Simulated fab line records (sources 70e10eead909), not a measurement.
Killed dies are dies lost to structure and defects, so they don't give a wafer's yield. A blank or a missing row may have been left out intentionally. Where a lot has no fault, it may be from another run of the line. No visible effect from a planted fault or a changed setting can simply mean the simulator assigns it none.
Comparing a struck lot with a sound one | flow nandHarc | 14 out of 1159 route steps
Sound: the wafers L493.3, L493.5, L493.6. Wafers L502.2, L502.4, L502.5 were the ones struck. At the end, the cause is stated.
Per side, at each step with rows, come the tool, then ch with its chambers, and then its first start. Under that, the readings that differ: sound wafers | struck wafers | difference of the means | sigmas: that difference in standard deviations of wafers without a fault.
alike: readings with means less than 2 such deviations apart, plus words and numbers identical on both sides. not compared: withheld readings, readings lacking a value on some wafer, bounds such as >300 that could conceal the same value, and numbers that have no deviation in the record and whose values overlap.
A row with sigmas, a row that says differs or no value, or rows on one side alone: a step with any of these is where the two part. When numbers do not overlap yet have no deviation, they are printed without sigmas and do not part them. Lack of a reading on every wafer of one side parts them only where that side has two or more wafers.

first, 2 steps without rows for these wafers: NHARC_A_ONON_D1_ANNEAL_15 (time 3600 s); NHARC_A_ONON_D1_DEP_16 (target thk 1000 nm).
NHARC_A_ONON_D1_THK_MEAS_18: measures by ellipsometry.
  struck on filmMetro-02, day 11 07:25; sound on filmMetro-01, day 8 18:43
reading    | sound          | struck      | difference | sigmas
thkNm (nm) | 1013 1012 1015 | 986 986 987 | -27        | -3
then, no rows for these wafers at 1 step: NHARC_A_ONON_D1_DEP_19 (target thk 1000 nm).
NHARC_A_ONON_D1_THK_MEAS_21: measures by ellipsometry.
  struck on filmMetro-01, day 11 08:28; sound on filmMetro-02, day 8 19:17
reading    | sound       | struck         | difference | sigmas
thkNm (nm) | 985 984 985 | 1012 1012 1011 | +27        | +3
then, no rows for these wafers at 1 step: NHARC_A_ONON_D1_DEP_22 (target thk 1000 nm).
NHARC_A_ONON_D1_THK_MEAS_24: measures by ellipsometry.
  struck on filmMetro-01, day 11 09:10; sound on filmMetro-01, day 8 19:51
  alike: thkNm
then, no rows for these wafers at 1 step: NHARC_A_ONON_D1_DEP_25 (target thk 1000 nm).
NHARC_A_ONON_D1_THK_MEAS_27: measures by ellipsometry.
  struck on filmMetro-02, day 11 09:44; sound on filmMetro-02, day 8 20:25
  alike: thkNm
then, no rows for these wafers at 1 step: NHARC_A_ONON_D1_DEP_28 (target thk 1000 nm).
NHARC_A_ONON_D1_THK_MEAS_30: measures by ellipsometry.
  struck on filmMetro-01, day 11 10:17; sound on filmMetro-01, day 8 20:59
  alike: thkNm
NHARC_A_ONON_D1_DEP_33: deposits SiO2, target thk 200 nm.
  sound on pecvd-01 ch 0,1,2, day 8 21:02; struck on pecvd-01 ch 0,1,2, day 11 10:21
reading                 | sound             | struck            | difference | sigmas
mfcPrecursorSccm (sccm) | 161.3 160.9 161.1 | 235.6 235.1 236.1 | +74.5      | +99 or more
  alike: heaterPowerW, throttleValvePct
NHARC_A_ONON_D1_THK_MEAS_34: measures by ellipsometry.
  struck on filmMetro-02, day 11 10:56; sound on filmMetro-01, day 8 21:27
reading    | sound             | struck            | difference | sigmas
thkNm (nm) | 195.7 201.9 199.5 | 287.4 288.6 290.3 | +89.7      | +33
  not compared: hold
-- break in the record here, with 13 days between the starts of the struck wafers on either side (left off in module A_ONON_D1, picked up again in module END, where the first step shown is number 1159 on the route) --
NHARC_END_SORT_01:
  the record has rows for the struck wafers here (prober-02 ch 0, day 24 04:01) and none for the sound ones

== WHERE THEY PART ==
First at NHARC_A_ONON_D1_THK_MEAS_18; last, within this record, at NHARC_END_SORT_01.

WHY: whatever the simulator had introduced
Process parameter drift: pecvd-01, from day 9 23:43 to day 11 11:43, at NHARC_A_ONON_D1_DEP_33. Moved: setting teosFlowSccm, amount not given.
